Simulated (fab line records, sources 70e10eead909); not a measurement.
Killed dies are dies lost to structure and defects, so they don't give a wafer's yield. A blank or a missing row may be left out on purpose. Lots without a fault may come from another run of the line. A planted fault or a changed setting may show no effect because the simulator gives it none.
fab line records | flow nand_harc
record lots=12 wafers=34 last_day=34
route steps=1302 shown A_SLIT@939 A_WL_FILL@958 END@1302
lots that met no fault: from a run of the same line without faults
start_h: hours from the record's first day to the start of the lot's first wafer shown | wait_h: hours since the lot's step before | " the same as in the row above | L1.1+2: a row that stands for several wafers | - no value, or no start given | * or withheld: withheld | < > ~ a bound
route shown NAME@n: a module of which the file shows steps, and the number in the route of the first | usual: mean/standard deviation of fault-free wafers | same: alike in all rows | chamber/n: place in a boat | sites: the reading at each site | _std_site: their standard deviation | _edge_site: outer sites' mean less inner sites' | radius_mm: how far each site lies from the wafer's centre | mask NAME#n: copy n | behind: the tool/chamber that last shaped the wafer | hold: why the lot was held/for how many hours/how that ended | device: the transistor (n, p or np) that didn't switch | end of line: the same wafers' tests at the end of the route | a step without rows: its recipe alone | killed: dies lost to structure and defects at the first sort, not the wafer's yield | map: a wafer's dies, x killed, . not, _ none there
set.NAME: the setting as run; set.NAME@STEP: as run at that earlier step | model.NAME: the simulator's own value behind a step, which no gauge read
steps of the route over a sample of lots; a table a step, a row a wafer
services: from which hour (start_h, from the record's first day; less than 0 if before it) a tool's chamber was out of use, for how many hours, and why
## steps
# step NHARC_A_SLIT_ETCH_17
# recipe bias_v=900 source_w=withheld pressure_mtorr=20 ar_flow_sccm=375 c4f8_flow_sccm=83.3 o2_flow_sccm=41.7 time_s=4254.5 target_depth_a=2.03e+05 chemistry=C4F8/O2/Ar
# usual drypump_motor_current_A=5.4/0.44 o2_flow_sccm=41.69/0.12 showerhead_plenum_p_Torr=3.63/0.046 throttle_valve_pct=32.046/0.0089
# columns lot.wafer tool chamber start_h wait_h drypump_motor_current_A o2_flow_sccm rf_hours_counter_h showerhead_plenum_p_Torr throttle_valve_pct
L325.1 har_etch-02 1 464.30 - 5.2 41.77 35 3.69 32.041
L325.2 " 0 " " 5.5 41.81 35 3.69 32.044
L325.5 " 0 467.32 - 5.5 41.55 - 3.69 32.033
L328.1 har_etch-02 0 477.02 - 5.5 41.75 46 3.69 32.039
L328.6 " 1 478.83 - 5.2 41.76 - 3.69 32.029
L328.5 " 0 " " 5.5 41.69 - 3.69 32.053
L329.1 har_etch-02 0 512.90 - 5.5 41.40 70 3.68 32.037
L329.6 " 1 514.74 - 5.2 41.67 - 3.68 32.057
L329.5 " 0 " " 5.5 41.70 - 3.68 32.044
L333.1 har_etch-02 0 551.18 - 5.5 41.82 89 3.66 32.043
L333.2 " 1 " " 5.2 41.67 89 3.66 32.056
L333.3 " 1 553.00 - 5.2 41.64 - 3.66 32.032
L334.1 har_etch-02 1 555.02 - 5.2 41.63 92 3.66 32.030
L334.2 " 0 " " 5.5 41.68 92 3.66 32.063
L334.6 " 1 557.40 - 5.2 41.48 - 3.66 32.045
L336.1 har_etch-01 0 573.50 - 6.0 41.57 314 3.55 32.044
L336.5 " 1 576.53 - 4.8 41.81 - 3.62 32.056
L337.1 har_etch-02 1 588.15 - 5.2 41.45 112 3.65 32.060
L337.6 " 0 589.94 - 5.5 41.57 - 3.65 32.035
L345.2 har_etch-02 0 652.89 - 5.5 41.76 150 3.63 32.055
L345.5 " 1 654.73 - 5.2 41.55 - 3.63 32.038
L345.6 " 0 " " 5.5 41.86 - 3.63 32.033
L344.1 har_etch-01 1 656.39 - 4.7 41.64 364 3.59 32.043
L344.4 " 1 657.61 - 4.7 41.58 - 3.59 32.038
L344.5 " 1 658.82 - 4.7 41.71 - 3.59 32.029
L343.1 har_etch-02 1 656.87 - 5.2 41.78 153 3.63 32.047
L343.4 " 0 658.66 - 5.5 41.71 - 3.63 32.041
L343.6 " 0 659.85 - 5.5 41.88 - 3.63 32.046
L346.1 har_etch-01 1 677.72 - 4.7 41.75 376 3.58 32.037
L346.3 " 1 678.93 - 4.7 41.62 - 3.58 32.031
L346.4 " 0 " " 6.0 41.52 - 3.52 32.034
L347.1 har_etch-02 1 690.77 - 5.2 41.67 169 3.62 32.042
L347.2 " 0 " " 5.5 41.74 169 3.62 32.042
L347.5 " 1 693.22 - 5.2 41.84 - 3.62 32.052
# step NHARC_A_WL_FILL_ETCHBACK_05
# recipe target_depth_a=220 time_s=60 temp_c=40 chemistry=Cl2/BCl3
# usual drypump_motor_current_A=6.0/0.43 oes_product_au=1.007/0.0084 run_length_s=81.4/0.43 temp_c=40.01/0.12
# columns lot.wafer tool chamber start_h wait_h drypump_motor_current_A oes_product_au rf_hours_counter_h run_length_s temp_c
L325.1 rie_metal-02 1 477.58 0.2 5.0 1.014 0.4 80.8 40.19
L325.2 " 0 " " 6.0 0.993 0.4 81.1 40.08
L325.5 " 0 " " 5.9 1.002 - 80.9 40.16
L328.1 rie_metal-01 0 489.79 0.2 6.1 0.996 1.5 81.8 39.86
L328.6 " 1 " " 6.5 1.009 - 81.2 40.02
L328.5 " 0 " " 6.2 0.993 - 81.7 40.13
L329.1 rie_metal-03 0 531.44 0.2 5.8 1.007 0.4 81.3 39.79
L329.5 " 0 " " 5.8 1.009 - 81.4 39.80
L329.6 " 1 " " 6.1 1.022 - 81.0 39.92
L333.2 rie_metal-03 1 564.75 0.2 6.1 1.016 0.9 80.7 39.96
L333.1 " 0 " " 5.8 1.007 0.9 81.3 40.34
L333.3 " 1 " " 6.1 1.027 - 81.1 39.87
L334.2 rie_metal-01 0 568.41 0.2 6.2 1.005 2.9 81.9 39.92
L334.1 " 1 " " 6.6 1.011 2.9 81.7 40.04
L334.6 " 0 " " 6.2 0.999 - 81.9 39.98
L336.1 rie_metal-01 0 586.71 0.2 6.2 1.008 0.1 82.3 40.03
L336.5 " 1 " " 6.5 1.019 - 81.4 40.09
L337.1 rie_metal-01 0 600.83 0.3 6.2 0.996 0.4 81.7 39.96
L337.6 " 1 " " 6.6 0.999 - 81.7 40.08
L345.2 rie_metal-01 0 665.71 0.2 6.2 0.992 1.6 81.9 40.02
L345.5 " 1 " " 6.6 1.020 - 81.7 39.79
L345.6 " 0 " " 6.2 1.009 - 82.3 40.05
L343.1 rie_metal-03 1 669.14 0.2 6.2 1.009 2.7 81.1 39.87
L343.4 " 0 " " 5.8 1.007 - 81.8 39.99
L343.6 " 1 " " 6.2 1.013 - 80.8 40.11
L344.1 rie_metal-02 1 669.17 0.2 5.0 1.007 0.7 80.5 40.06
L344.4 " 1 " " 5.1 1.013 - 80.6 40.15
L344.5 " 1 " " 5.1 1.009 - 80.6 39.90
L346.1 rie_metal-01 0 691.48 0.2 6.2 1.005 2.1 81.8 39.92
L346.3 " 0 " " 6.2 1.008 - 81.6 39.89
L346.4 " 1 " " 6.5 1.029 - 81.5 39.83
L347.2 rie_metal-01 1 704.13 0.2 6.6 1.023 2.5 81.3 39.75
L347.1 " 0 " " 6.2 1.000 2.5 82.2 39.89
L347.5 " 0 " " 6.2 1.003 - 81.8 39.95
# step NHARC_A_WL_FILL_STRIP_27
# recipe power_w=1500 temp_c=250 time_s=20 chemistry=N2/H2
# usual drypump_motor_current_A=6.0/0.37 heater_power_w=337/25 temp_c=250.00/0.15
# columns lot.wafer tool chamber start_h wait_h drypump_motor_current_A heater_power_w rf_hours_counter_h temp_c
L325.1 plasma_asher-02 1 477.71 0.1 6.2 354 9 250.16
L325.2 " 0 " " 5.9 292 9 250.03
L325.5 " 0 " " 5.9 309 - 249.94
L328.1 plasma_asher-02 0 489.94 0.1 5.9 296 11 250.14
L328.6 " 1 " " 6.3 360 - 250.26
L328.5 " 0 " " 5.9 300 - 249.98
L329.1 plasma_asher-01 1 531.60 0.1 5.3 361 0 249.90
L329.6 " 0 " " 6.3 344 - 250.00
L329.5 " 1 " " 5.3 363 - 249.89
L333.1 plasma_asher-01 0 564.89 0.1 6.3 342 7 250.08
L333.2 " 1 " " 5.3 366 7 250.07
L333.3 " 1 " " 5.3 370 - 249.65
L334.2 plasma_asher-02 1 568.54 0.1 6.2 359 26 249.90
L334.1 " 0 " " 5.9 310 26 249.96
L334.6 " 0 " " 5.9 299 - 250.08
L336.1 plasma_asher-02 1 586.84 0.1 6.3 345 30 250.08
L336.5 " 1 " " 6.2 353 - 250.07
L337.1 plasma_asher-02 1 601.00 0.1 6.2 355 33 249.84
L337.6 " 1 " " 6.3 343 - 249.88
L345.2 plasma_asher-01 1 665.84 0.1 5.3 362 30 250.06
L345.6 " 1 " " 5.3 371 - 249.85
L345.5 " 0 " " 6.3 340 - 250.03
L343.1 plasma_asher-02 0 669.29 0.1 5.9 306 12 249.89
L343.4 " 0 " " 5.9 296 - 249.85
L343.6 " 1 " " 6.3 346 - 250.34
L344.1 plasma_asher-01 0 669.33 0.1 6.4 344 31 249.89
L344.4 " 1 " " 5.3 362 - 250.13
L344.5 " 1 " " 5.3 365 - 249.89
L346.1 plasma_asher-02 0 691.64 0.1 5.9 300 16 249.76
L346.3 " 1 " " 6.2 356 - 250.18
L346.4 " 0 " " 5.9 294 - 249.95
L347.1 plasma_asher-02 1 704.46 0.3 6.2 353 20 250.00
L347.2 " 0 " " 5.9 299 20 250.03
L347.5 " 0 " " 5.9 297 - 249.96
# step NHARC_A_WL_FILL_ETCHBACK_17
# recipe target_depth_a=40 time_s=26.7 chemistry=Cl2/BCl3
# usual drypump_motor_current_A=5.8/0.47 oes_product_au=1.005/0.0081 run_length_s=47.9/0.41
# columns lot.wafer tool chamber start_h wait_h drypump_motor_current_A oes_product_au rf_hours_counter_h run_length_s
L325.2 rie_metal-03 0 488.06 - 5.8 0.997 2.5 48.1
L325.1 " 1 " " 6.1 1.014 2.1 48.0
L325.5 " 1 " " 6.1 1.002 - 47.8
L328.1 rie_metal-02 0 501.28 - 5.9 1.000 0.7 47.9
L328.5 " 1 " " 5.1 1.007 - 47.2
L328.6 " 0 " " 5.9 0.997 - 47.6
L329.1 rie_metal-02 0 543.09 - 6.0 1.005 1.3 47.7
L329.6 " 0 " " 5.9 1.002 - 47.7
L329.5 " 1 " " 5.0 1.009 - 47.5
L334.1 rie_metal-02 0 576.26 - 5.9 1.002 1.8 47.7
L334.2 " 1 " " 5.0 1.010 1.8 47.4
L334.6 " 0 " " 5.9 1.001 - 47.5
L333.2 rie_metal-02 1 577.54 - 5.0 1.009 1.9 41.0
L333.1 " 0 " " 5.9 1.000 1.9 41.3
L333.3 " 0 " " 5.9 0.995 - 47.7
L336.1 rie_metal-02 1 598.07 - 5.0 1.017 2.1 40.8
L336.5 " 0 " " 5.9 1.012 - 48.2
L337.1 rie_metal-02 0 612.84 - 5.9 1.007 2.2 41.7
L337.6 " 1 " " 5.1 1.004 - 47.6
L345.2 rie_metal-02 0 675.62 - 5.9 1.003 0.7 47.5
L345.5 " 0 " " 6.0 1.018 - 47.7
L345.6 " 1 " " 5.1 1.007 - 47.4
L343.1 rie_metal-01 0 679.45 - 6.2 0.994 1.9 48.5
L343.4 " 0 " " 6.2 1.008 - 48.5
L343.6 " 1 " " 6.6 1.022 - 48.4
L344.1 rie_metal-03 1 679.52 - 6.1 1.005 3.0 48.1
L344.4 " 1 " " 6.1 1.002 - 47.5
L344.5 " 0 " " 5.8 1.007 - 48.6
L346.1 rie_metal-02 1 702.90 - 5.0 1.003 1.2 47.3
L346.3 " 0 " " 5.9 1.006 - 48.0
L346.4 " 1 " " 5.0 1.013 - 47.8
L347.2 rie_metal-03 0 716.00 - 5.8 0.990 0 48.1
L347.1 " 1 " " 6.1 0.989 0 47.7
L347.5 " 1 " " 6.1 0.996 - 47.5
# step NHARC_END_SORT_01
# recipe temp_c=25
# usual killed_at_array=59/24 killed_at_other=0.7/1.2 killed_at_periphery=3.5/2.6 killed_dies=63/24 killed_open=3.2/2.1 killed_short=2.4/1.5
# same gross_dies=677
# columns lot.wafer tool chamber start_h wait_h killed_at_array killed_at_other killed_at_periphery killed_dies killed_open killed_short
L336.1 prober-01 0 681.43 2.5 85 0 3 88 2 3
L336.5 prober-01 0 684.67 3.7 81 0 4 85 1 3
# killed by level:class
L336.1 A_SLIT:chamber_film_flake=32 A_CHANNEL_HOLE_D1:chamber_film_flake=23 A_CHANNEL_HOLE_D2:chamber_film_flake=13 A_CONTACT:chamber_film_flake=6 A_CHANNEL_FILL_D1:chamber_film_flake=2 A_CHANNEL_FILL_D2:chamber_film_flake=2 A_WL_FILL:chamber_film_flake=2 P_M0:geometric_particle:open=1
L336.5 A_CHANNEL_HOLE_D1:chamber_film_flake=32 A_SLIT:chamber_film_flake=29 A_CHANNEL_HOLE_D2:chamber_film_flake=12 P_STI:chamber_film_flake=3 A_CHANNEL_FILL_D2:chamber_film_flake=2 P_CONTACT:geometric_particle:short=1 A_STAIRCASE:chamber_film_flake=1 A_ONON_D1:geometric_particle:open=1
## services
# columns tool chamber start_h hours kind
rie_metal-02 - 454.00 9.0 pm
rie_metal-02 0 454.00 9.0 vent_cycle
rie_metal-02 1 454.00 9.0 vent_cycle
rie_metal-02 0 463.00 - clean
rie_metal-02 1 463.00 - clean
plasma_asher-02 - 463.46 1.7 repair
rie_metal-01 1 473.67 1.3 repair
plasma_asher-02 - 509.83 4.7 repair
plasma_asher-01 - 519.00 9.0 pm
rie_metal-03 - 519.13 9.0 pm
rie_metal-01 - 575.00 9.0 pm
rie_metal-03 - 587.40 0.3 repair
rie_metal-03 - 599.57 1.9 repair
plasma_asher-02 - 603.24 9.0 pm
rie_metal-03 0 623.49 12.6 repair
rie_metal-02 - 631.00 9.0 pm
rie_metal-02 0 631.00 9.0 vent_cycle
rie_metal-02 1 631.00 9.0 vent_cycle
rie_metal-02 0 640.00 - clean
rie_metal-02 1 640.00 - clean
rie_metal-02 - 641.82 0.5 repair
rie_metal-03 0 681.65 10.5 repair
plasma_asher-01 - 696.00 9.0 pm
rie_metal-03 - 696.13 9.0 pm
## key
first_sign step=NHARC_A_WL_FILL_ETCHBACK_17 reading=run_length_s direction=down sigmas=16 usual=* struck=*
effect none on later readings
met_at NHARC_A_WL_FILL_ETCHBACK_17
struck_lots L333,L336,L337
struck_wafers L333.1,L333.2,L336.1,L337.1
tester_left_out L333,L336,L337
not_acting_at NHARC_A_SLIT_ETCH_17,NHARC_A_WL_FILL_ETCHBACK_05,NHARC_A_WL_FILL_STRIP_27
onset_between 576.26 577.54
fault kind=process_parameter_drift tool=rie_metal-02 chamber=- onset_h=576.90 steps=NHARC_A_WL_FILL_ETCHBACK_17 channel=time_s offset=* shape=step end_h=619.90 scope=struck_wafers_only acts_in=* stated=*
# tester_left_out: of these lots the tester's yield and bins aren't shown, on N5 and GAA mostly nor the transistor test; their killed dies are dies lost to structure and defects alone, not to doping, threshold or leakage, so they don't give the yield
